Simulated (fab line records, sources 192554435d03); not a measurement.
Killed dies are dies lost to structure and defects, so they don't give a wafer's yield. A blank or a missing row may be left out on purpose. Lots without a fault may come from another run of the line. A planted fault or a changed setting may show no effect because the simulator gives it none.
fab line records | flow n5_finfet
record lots=5 wafers=15 last_day=18
route steps=1938 shown BEOL_M5@1133
lots that met no fault: from a run of the same line without faults
start_h: hours from the record's first day to the start of the lot's first wafer shown | wait_h: hours since the lot's step before | " the same as in the row above | L1.1+2: a row that stands for several wafers | - no value, or no start given | * or withheld: withheld | < > ~ a bound
route shown NAME@n: a module of which the file shows steps, and the number in the route of the first | usual: mean/standard deviation of fault-free wafers | same: alike in all rows | chamber/n: place in a boat | sites: the reading at each site | _std_site: their standard deviation | _edge_site: outer sites' mean less inner sites' | radius_mm: how far each site lies from the wafer's centre | mask NAME#n: copy n | behind: the tool/chamber that last shaped the wafer | hold: why the lot was held/for how many hours/how that ended | device: the transistor (n, p or np) that didn't switch | end of line: the same wafers' tests at the end of the route | a step without rows: its recipe alone | killed: dies lost to structure and defects at the first sort, not the wafer's yield | map: a wafer's dies, x killed, . not, _ none there
set.NAME: the setting as run; set.NAME@STEP: as run at that earlier step | model.NAME: the simulator's own value behind a step, which no gauge read
lots at some steps of the route; a table a step, a row a wafer
services: from which hour (start_h, from the record's first day; less than 0 if before it) a tool's chamber was out of use, for how many hours, and why
## steps
# step N5_BEOL_M5_STRIP_63
# recipe chemistry=N2/H2 temp_c=40 n2_flow_sccm=200 h2_flow_sccm=200 rf_frequency_hz=6e+07
# columns lot.wafer tool chamber start_h wait_h
L077.3+4+6 rie_diel-05 3,2,0 232.43 0.1
L078.1+4+5 rie_diel-06 3,2,1 236.05 0.1
L080.2+5+6 rie_diel-05 1,1,3 253.30 0.1
L091.2+4+5 rie_diel-01 3,2,0 301.41 0.1
L090.3+5+6 rie_diel-06 2,1,0 326.19 0.1
# step N5_BEOL_M5_STRIP_73
# recipe chemistry=N2/H2 temp_c=40 n2_flow_sccm=200 h2_flow_sccm=200 rf_frequency_hz=6e+07
# columns lot.wafer tool chamber start_h wait_h
L077.3+4+6 rie_diel-05 3,2,0 232.44 0.0
L078.1+4+5 rie_diel-06 3,2,1 236.06 0.0
L080.2+5+6 rie_diel-05 1,1,3 253.31 0.0
L091.2+4+5 rie_diel-01 3,2,0 301.42 0.0
L090.3+5+6 rie_diel-06 2,1,0 326.20 0.0
# step N5_BEOL_M5_STRIP_64
# recipe chemistry=CF4 resist=SiARC power_w=300 bias_power_w=75 pressure_mtorr=50 cf4_flow_sccm=150 rf_frequency_hz=6e+07
# usual drypump_motor_current_A=5.79/0.26 oes_product_au=0.78/0.076 power_w=300.1/0.82 rf_fwd_power_W=292.6/0.98 rf_vpp_V=270.9/1.4 showerhead_plenum_p_Torr=1.78/0.055 throttle_valve_pct=13.51/0.25
# columns lot.wafer tool chamber start_h wait_h drypump_motor_current_A oes_product_au power_w rf_fwd_power_W rf_hours_counter_h rf_vpp_V showerhead_plenum_p_Torr throttle_valve_pct
L077.3 rie_diel-05 3 232.45 0.0 5.76 0.81 299.0 292.3 101 269.8 1.75 13.29
L077.4 " 2 " " 5.62 0.69 300.7 292.9 245 270.1 1.77 14.09
L077.6 " 0 " " 5.80 0.71 300.5 293.1 - 270.2 1.77 13.78
L078.1 rie_diel-06 3 236.07 0.0 5.42 0.81 300.5 295.5 62 273.9 1.90 13.64
L078.4 " 2 " " 5.99 0.73 300.1 291.9 137 270.2 1.73 13.65
L078.5 " 1 " " 6.28 0.71 299.5 293.5 - 269.9 1.71 13.53
L080.2 rie_diel-05 1 253.32 0.0 5.18 0.70 300.4 292.0 195 269.8 1.72 13.96
L080.5 " 1 " " 5.19 0.71 301.2 293.3 - 271.5 1.72 13.96
L080.6 " 3 " " 5.76 0.80 298.7 291.3 - 270.3 1.75 13.30
L091.2 rie_diel-01 3 301.43 0.0 5.85 0.86 300.4 292.5 37 271.8 1.84 13.28
L091.4 " 2 " " 5.65 0.68 300.9 292.5 243 272.6 1.81 13.84
L091.5 " 0 " " 5.68 0.79 300.9 293.1 - 270.7 1.73 13.20
L090.3 rie_diel-06 2 326.21 0.0 6.00 0.71 298.3 292.9 160 270.4 1.72 13.71
L090.5 " 1 " " 6.26 0.70 300.9 291.8 - 269.4 1.71 13.59
L090.6 " 0 " " 5.90 0.72 301.0 291.8 - 272.1 1.85 13.69
# step N5_BEOL_M5_HM_OPEN_17
# recipe chemistry=Cl2/BCl3 target_depth_a=200 overetch_a=60 target=TiN mask_material=SOC ion_energy_ev=150 pressure_mtorr=10 icp_w=1000 bias_w=126 Cl2_flow_sccm=53.25 bcl3_flow_sccm=21.75 Ar_flow_sccm=25
# usual bias_w=126.0/0.42 drypump_motor_current_A=5.7/0.38 oes_product_au=0.71/0.073 rf_fwd_power_W=992/3.7 throttle_valve_pct=22.19/0.27
# columns lot.wafer tool chamber start_h wait_h bias_w drypump_motor_current_A oes_product_au rf_fwd_power_W rf_hours_counter_h throttle_valve_pct
L077.3 rie_metal-01 0 232.52 0.1 126.1 5.6 0.68 990 - 22.08
L077.4 " 1 " " 125.2 6.1 0.76 994 - 22.26
L077.6 " 1 " " 126.2 6.1 0.76 994 - 22.27
L078.1 rie_metal-01 1 236.11 0.0 125.3 6.0 0.77 995 12 22.22
L078.4 " 0 " " 126.8 5.6 0.69 990 - 22.07
L078.5 " 1 " " 125.9 6.1 0.77 1000 - 22.26
L080.2 rie_metal-01 0 253.37 0.0 125.2 5.5 0.69 991 22 22.10
L080.5 " 0 " " 125.6 5.6 0.68 987 - 22.09
L080.6 " 1 " " 126.0 6.0 0.74 994 - 22.27
L091.2 rie_metal-01 0 301.47 0.0 125.8 5.5 0.68 989 26 22.09
L091.4 " 0 " " 126.2 5.6 0.67 993 - 22.09
L091.5 " 1 " " 125.8 6.0 0.74 998 - 22.27
L090.3 rie_metal-02 0 326.28 0.1 126.4 5.8 0.80 991 - 22.32
L090.5 " 1 " " 126.3 4.8 0.56 987 - 22.50
L090.6 " 0 " " 125.7 5.8 0.79 993 - 22.34
# step N5_BEOL_M5_STRIP_19
# recipe chemistry=O2 power_w=400 temp_c=40 pressure_mtorr=30 rf_frequency_hz=6e+07 bias_power_w=0 overash_fraction=0.2 o2_flow_sccm=225
# usual drypump_motor_current_A=5.81/0.29 oes_product_au=0.77/0.065 rf_vpp_V=3.7/0.5 showerhead_plenum_p_Torr=2.07/0.065 throttle_valve_pct=16.59/0.26
# columns lot.wafer tool chamber start_h wait_h drypump_motor_current_A oes_product_au rf_hours_counter_h rf_vpp_V showerhead_plenum_p_Torr throttle_valve_pct
L077.3 rie_diel-06 0 232.63 0.1 5.89 0.74 159 2.5 2.15 16.58
L077.4 " 3 " " 5.43 0.83 61 4.6 2.18 16.52
L077.6 " 3 " " 5.41 0.82 - 3.9 2.18 16.52
L078.1 rie_diel-06 1 236.30 0.2 6.27 0.72 224 3.7 1.97 16.45
L078.4 " 2 " " 6.01 0.76 137 3.9 2.04 16.88
L078.5 " 0 " " 5.90 0.74 - 4.1 2.15 16.59
L080.2 rie_diel-05 1 253.48 0.1 5.16 0.69 195 3.0 2.00 17.02
L080.5 " 1 " " 5.16 0.69 - 4.1 2.00 17.05
L080.6 " 3 " " 5.77 0.81 - 3.3 2.01 16.27
L091.2 rie_diel-01 2 301.58 0.1 5.68 0.68 243 3.5 2.14 16.95
L091.4 " 1 " " 6.13 0.80 98 4.2 2.09 16.59
L091.5 " 3 " " 5.82 0.86 - 3.1 2.10 16.15
L090.3 rie_diel-01 1 326.42 0.1 6.11 0.78 107 3.7 2.09 16.58
L090.5 " 3 " " 5.84 0.84 - 4.4 2.10 16.16
L090.6 " 0 " " 5.69 0.77 - 3.3 2.04 16.36
# step N5_BEOL_M5_CD_MEAS_18
# recipe pitch_nm=56 target_cd_nm=28
# usual cd_nm=27.9/0.37
# columns lot.wafer tool chamber start_h wait_h cd_nm
L077.3 cd_sem-01 - 232.70 0.1 27.8
L077.4 " - " " 27.8
L077.6 " - " " 27.3
L078.1 cd_sem-01 - 236.37 0.0 27.4
L078.4 " - " " 28.0
L078.5 " - " " 27.6
L080.2 cd_sem-01 - 253.55 0.1 27.5
L080.5 " - " " 27.8
L080.6 " - " " 27.6
L091.2 cd_sem-02 - 301.65 0.1 28.0
L091.4 " - " " 28.6
L091.5 " - " " 27.8
L090.3 cd_sem-01 - 326.49 0.1 27.3
L090.5 " - " " 28.1
L090.6 " - " " 27.8
# step N5_BEOL_M5_COAT_65
# recipe resist=SOC temp_c=250 time_s=60 spin_rpm=1500 resist_thk_nm=60
# usual dispense_pressure_kPa=50/4.7
# columns lot.wafer tool chamber start_h wait_h dispense_pressure_kPa
L077.3 litho_track-02 0 234.01 1.3 55
L077.4 " 0 " " 55
L077.6 " 0 " " 55
L078.1 litho_track-02 0 237.13 0.8 55
L078.4 " 0 " " 55
L078.5 " 0 " " 55
L080.2 litho_track-03 0 254.29 0.7 45
L080.5 " 0 " " 46
L080.6 " 0 " " 46
L091.2 litho_track-05 0 302.54 0.9 45
L091.4 " 0 " " 45
L091.5 " 0 " " 45
L090.3 litho_track-03 0 327.83 1.3 45
L090.5 " 0 " " 45
L090.6 " 0 " " 45
# step N5_BEOL_M5_COAT_66
# recipe resist=SiARC temp_c=220 time_s=60 spin_rpm=1500 resist_thk_nm=12
# usual dispense_pressure_kPa=50/4.8
# columns lot.wafer tool chamber start_h wait_h dispense_pressure_kPa
L077.3 litho_track-02 0 - - 55
L077.4 " 0 " " 55
L077.6 " 0 " " 55
L078.1 litho_track-02 0 - - 55
L078.4 " 0 " " 55
L078.5 " 0 " " 55
L080.2 litho_track-03 0 - - 46
L080.5 " 0 " " 45
L080.6 " 0 " " 45
L091.2 litho_track-05 0 - - 45
L091.4 " 0 " " 45
L091.5 " 0 " " 45
L090.3 litho_track-03 0 - - 45
L090.5 " 0 " " 45
L090.6 " 0 " " 45
# step N5_BEOL_M5_COAT_74
# recipe resist=underlayer temp_c=205 time_s=60 spin_rpm=1500 resist_thk_nm=5
# usual dispense_pressure_kPa=50/4.7
# columns lot.wafer tool chamber start_h wait_h dispense_pressure_kPa
L077.3 litho_track-02 0 - - 55
L077.4 " 0 " " 55
L077.6 " 0 " " 55
L078.1 litho_track-02 0 - - 55
L078.4 " 0 " " 55
L078.5 " 0 " " 55
L080.2 litho_track-03 0 - - 46
L080.5 " 0 " " 46
L080.6 " 0 " " 46
L091.2 litho_track-05 0 - - 45
L091.4 " 0 " " 45
L091.5 " 0 " " 45
L090.3 litho_track-03 0 - - 46
L090.5 " 0 " " 46
L090.6 " 0 " " 46
# step N5_BEOL_M5_COAT_22
# recipe resist=CAR-EUV spin_rpm=1500 resist_thk_nm=30
# usual dispense_pressure_kPa=49/4.7
# columns lot.wafer tool chamber start_h wait_h dispense_pressure_kPa
L077.3 litho_track-02 0 - - 55
L077.4 " 0 " " 55
L077.6 " 0 " " 55
L078.1 litho_track-02 0 - - 55
L078.4 " 0 " " 55
L078.5 " 0 " " 55
L080.2 litho_track-03 0 - - 45
L080.5 " 0 " " 45
L080.6 " 0 " " 45
L091.2 litho_track-05 0 - - 45
L091.4 " 0 " " 45
L091.5 " 0 " " 45
L090.3 litho_track-03 0 - - 45
L090.5 " 0 " " 45
L090.6 " 0 " " 45
# step N5_BEOL_M5_EBR_24
# recipe solvent=PGMEA ebr_width_mm=1.5
# columns lot.wafer tool chamber start_h wait_h
L077.3+4+6 litho_track-02 0 - -
L078.1+4+5 litho_track-02 0 - -
L080.2+5+6 litho_track-03 0 - -
L091.2+4+5 litho_track-05 0 - -
L090.3+5+6 litho_track-03 0 - -
# step N5_BEOL_M5_SOFTBAKE_23
# recipe temp_c=110 time_s=60 resist=CAR-EUV
# columns lot.wafer tool chamber start_h wait_h
L077.3+4+6 litho_track-02 0 - -
L078.1+4+5 litho_track-02 0 - -
L080.2+5+6 litho_track-03 0 - -
L091.2+4+5 litho_track-05 0 - -
L090.3+5+6 litho_track-03 0 - -
# step N5_BEOL_M5_EXPOSE_25
# recipe mask_id=V4 na=0.33 source_shape=quasar sigma_inner=0.2 sigma_outer=0.6 polarization=unpolarized defocus_nm=10 dose_mj=52.75
# usual stage_msd_nm=0.82/0.033
# same na=0.33 sigma_outer=0.6
# columns lot.wafer tool chamber start_h wait_h mask stage_msd_nm
L077.3 euv_scanner-02 0 234.17 - V4#0 0.84
L077.4 " 0 " " V4#0 0.84
L077.6 " 0 " " V4#0 0.84
L078.1 euv_scanner-02 0 237.27 - V4#0 0.84
L078.4 " 0 " " V4#0 0.85
L078.5 " 0 " " V4#0 0.84
L080.2 euv_scanner-01 0 254.61 - V4#0 0.80
L080.5 " 0 " " V4#0 0.80
L080.6 " 0 " " V4#0 0.80
L091.2 euv_scanner-01 0 302.69 - V4#0 0.79
L091.4 " 0 " " V4#0 0.79
L091.5 " 0 " " V4#0 0.79
L090.3 euv_scanner-02 0 328.11 - V4#0 0.86
L090.5 " 0 " " V4#0 0.86
L090.6 " 0 " " V4#0 0.87
# step N5_BEOL_M5_PEB_26
# recipe peb_temp_c=100 peb_time_s=60 resist=CAR-EUV
# same peb_time_s=60
# columns lot.wafer tool chamber start_h wait_h
L077.3+4+6 litho_track-05 0 234.22 0.0
L078.1+4+5 litho_track-02 0 237.34 0.1
L080.2+5+6 litho_track-05 0 254.68 0.1
L091.2+4+5 litho_track-05 0 302.75 0.1
L090.3+5+6 litho_track-02 0 328.17 0.0
# step N5_BEOL_M5_DEVELOP_27
# recipe develop_time_s=30 developer=TMAH resist=CAR-EUV rinse_liquid=surfactant_rinse dry=air_spin dev_temp_c=23
# columns lot.wafer tool chamber start_h wait_h
L077.3+4+6 litho_track-05 0 - -
L078.1+4+5 litho_track-02 0 - -
L080.2+5+6 litho_track-05 0 - -
L091.2+4+5 litho_track-05 0 - -
L090.3+5+6 litho_track-02 0 - -
# step N5_BEOL_M5_CD_MEAS_28
# recipe target_cd_nm=30.6 landing_energy_ev=500 detector=se_inlens target_cd_y_nm=20 polarity=opening
# usual cd_nm=30.63/0.25
# columns lot.wafer tool chamber start_h wait_h cd_nm
L077.3 cd_sem-02 0 234.29 - 30.07
L077.4 " 0 " " 30.11
L077.6 " 0 " " 30.59
L078.1 cd_sem-01 0 237.41 - 30.33
L078.4 " 0 " " 30.25
L078.5 " 0 " " 30.60
L080.2 cd_sem-03 0 254.74 - 30.51
L080.5 " 0 " " 30.71
L080.6 " 0 " " 30.13
L091.2 cd_sem-01 0 302.82 - 30.38
L091.4 " 0 " " 30.46
L091.5 " 0 " " 30.70
L090.3 cd_sem-02 0 328.24 - 30.74
L090.5 " 0 " " 30.63
L090.6 " 0 " " 31.03
# step N5_BEOL_M5_OVL_MEAS_29
# recipe points_per_wafer=522
# usual V4_OVL=-0.2/0.7
# columns lot.wafer tool chamber start_h wait_h V4_OVL[nm]
L077.3 overlay-01 0 234.33 0.0 -1.1
L077.4 " 0 " " -0.4
L077.6 " 0 " " -0.5
L078.1 overlay-02 0 237.44 0.0 0.4
L078.4 " 0 " " -1.0
L078.5 " 0 " " -1.7
L080.2 overlay-02 0 254.78 0.0 0.0
L080.5 " 0 " " 0.3
L080.6 " 0 " " 0.0
L091.2 overlay-02 0 302.85 0.0 0.9
L091.4 " 0 " " 0.6
L091.5 " 0 " " 0.7
L090.3 overlay-02 0 328.28 0.0 0.6
L090.5 " 0 " " -0.1
L090.6 " 0 " " 0.0
# step N5_BEOL_M5_INSPECT_30
# recipe mode=adi inspect_instrument=brightfield
# usual raw_defect_count=462/110
# columns lot.wafer tool chamber start_h wait_h raw_defect_count
L077.3 defect_inspect-01 - 234.38 0.0 519
L077.4 " - " " 501
L077.6 " - " " 541
L078.1 defect_inspect-01 - 237.50 0.1 486
L078.4 " - " " 478
L078.5 " - " " 522
L080.2 defect_inspect-01 - 254.83 0.0 418
L080.5 " - " " 400
L080.6 " - " " 433
L091.2 defect_inspect-02 - 302.91 0.0 403
L091.4 " - " " 555
L091.5 " - " " 298
L090.3 defect_inspect-02 - 328.32 0.0 687
L090.5 " - " " 471
L090.6 " - " " 522
# step N5_BEOL_M5_DESCUM_33
# recipe chemistry=O2 time_s=7 source_power_w=50 bias_power_w=20 pressure_mtorr=20 rf_frequency_hz=2.712e+07 temp_c=40 resist=CAR-EUV o2_flow_sccm=225
# usual drypump_motor_current_A=5.72/0.27 oes_product_au=0.78/0.082 rf_fwd_power_W=49.40/0.23 rf_vpp_V=243.0/1.4 showerhead_plenum_p_Torr=2.07/0.064 throttle_valve_pct=20.4/0.3
# columns lot.wafer tool chamber start_h wait_h drypump_motor_current_A oes_product_au rf_fwd_power_W rf_hours_counter_h rf_vpp_V showerhead_plenum_p_Torr throttle_valve_pct
L077.3 rie_diel-06 2 234.41 0.0 6.02 0.75 49.77 137 241.9 2.03 20.7
L077.4 " 3 " " 5.41 0.83 49.82 62 243.3 2.18 20.2
L077.6 " 3 " " 5.39 0.83 49.53 - 244.7 2.18 20.2
L078.1 rie_diel-01 0 237.53 0.0 5.68 0.81 49.27 86 242.7 2.04 20.0
L078.4 " 2 " " 5.66 0.69 49.20 - 243.2 2.15 20.6
L078.5 " 3 " " 5.85 0.89 49.43 - 244.3 2.11 19.8
L080.2 rie_diel-01 2 255.08 0.2 5.65 0.69 49.65 229 243.8 2.15 20.6
L080.5 " 2 " " 5.66 0.69 49.31 - 244.2 2.15 20.6
L080.6 " 3 " " 5.84 0.87 49.13 - 242.2 2.11 19.9
L091.2 rie_diel-05 1 303.22 0.3 5.19 0.68 49.32 207 240.0 1.99 20.8
L091.4 " 2 " " 5.63 0.98 49.47 7 243.1 2.08 20.6
L091.5 " 2 " " 5.61 0.98 49.53 - 243.0 2.08 20.6
L090.3 rie_diel-06 3 328.36 0.0 5.40 0.80 50.02 88 244.8 2.17 20.3
L090.5 " 0 " " 5.90 0.71 49.08 - 244.6 2.14 20.4
L090.6 " 3 " " 5.40 0.80 49.55 - 244.8 2.17 20.3
# step N5_BEOL_M5_ETCH_75
# recipe chemistry=N2/H2 target=underlayer target_depth_a=65 mask_material=CAR-EUV time_s=5.2 ion_energy_ev=200 pressure_mtorr=30 source_w=840 bias_w=150 n2_flow_sccm=200 h2_flow_sccm=200 ends=cleared
# usual bias_w=150.0/0.48 drypump_motor_current_A=5.73/0.27 etch_rf_on_time_s=5.23/0.14 oes_product_au=0.66/0.066 rf_fwd_power_W=819.4/2 rf_vpp_V=523.7/2.8 showerhead_plenum_p_Torr=2.53/0.091 throttle_valve_pct=17.83/0.28
# columns lot.wafer tool chamber start_h wait_h bias_w drypump_motor_current_A etch_rf_on_time_s oes_product_au rf_fwd_power_W rf_hours_counter_h rf_vpp_V showerhead_plenum_p_Torr throttle_valve_pct
L077.3 rie_diel-06 2 234.44 0.0 149.8 6.01 5.32 0.62 816.8 137 523.9 2.47 18.23
L077.4 " 3 " " 149.5 5.41 5.38 0.70 818.3 62 527.3 2.69 17.87
L077.6 " 3 " " 149.6 5.43 5.40 0.69 817.9 - 528.2 2.69 17.85
L078.1 rie_diel-01 0 237.56 0.0 150.1 5.66 5.25 0.69 819.8 86 523.6 2.46 17.41
L078.4 " 2 " " 149.7 5.66 5.20 0.60 817.1 - 524.1 2.63 18.19
L078.5 " 3 " " 150.5 5.86 5.06 0.78 817.9 - 527.1 2.57 17.25
L080.2 rie_diel-01 2 255.11 0.0 150.3 5.67 5.11 0.61 820.1 229 526.7 2.63 18.22
L080.5 " 2 " " 149.8 5.68 5.13 0.60 817.6 - 527.0 2.63 18.24
L080.6 " 3 " " 150.1 5.86 5.01 0.78 820.6 - 523.6 2.56 17.25
L091.2 rie_diel-05 1 303.26 0.0 149.2 5.22 5.32 0.60 813.8 207 521.1 2.39 17.98
L091.4 " 2 " " 150.0 5.63 5.43 0.81 816.5 7 523.1 2.49 17.78
L091.5 " 2 " " 150.1 5.66 5.34 0.81 815.4 - 521.1 2.49 17.77
L090.3 rie_diel-06 3 328.39 0.0 150.1 5.45 5.33 0.67 820.0 88 527.3 2.68 17.92
L090.5 " 0 " " 149.4 5.91 5.16 0.62 823.1 - 525.8 2.62 18.01
L090.6 " 3 " " 150.3 5.42 5.31 0.67 824.3 - 529.9 2.68 17.90
## services
# columns tool chamber start_h hours kind
euv_scanner-02 - 210.43 1.0 pm
euv_scanner-01 - 215.95 1.4 repair
rie_metal-01 - 219.62 2.8 pm
rie_diel-01 1 226.27 14.9 repair
rie_diel-01 3 231.16 2.1 repair
euv_scanner-01 - 232.71 1.1 repair
rie_diel-01 1 243.55 4.0 repair
euv_scanner-01 - 244.47 1.0 pm
rie_diel-05 2 245.07 - clean
rie_diel-05 2 245.07 - consumable_replace:focus_ring
rie_diel-05 2 245.07 17.8 scheduled_down
rie_diel-05 2 245.07 17.8 vent_cycle
euv_scanner-02 - 250.68 1.5 repair
euv_scanner-02 - 264.58 4.6 pm
euv_scanner-01 - 276.18 0.6 repair
rie_diel-05 2 283.64 2.9 repair
litho_track-02 - 284.43 - consumable_replace:filter
euv_scanner-02 - 284.74 4.4 repair
rie_diel-05 2 290.80 7.5 repair
euv_scanner-01 - 300.62 1.0 pm
rie_metal-02 0 304.83 6.8 repair
rie_diel-01 2 321.42 - clean
rie_diel-01 2 321.42 - consumable_replace:focus_ring
euv_scanner-02 - 322.73 1.0 pm
## key
fault none
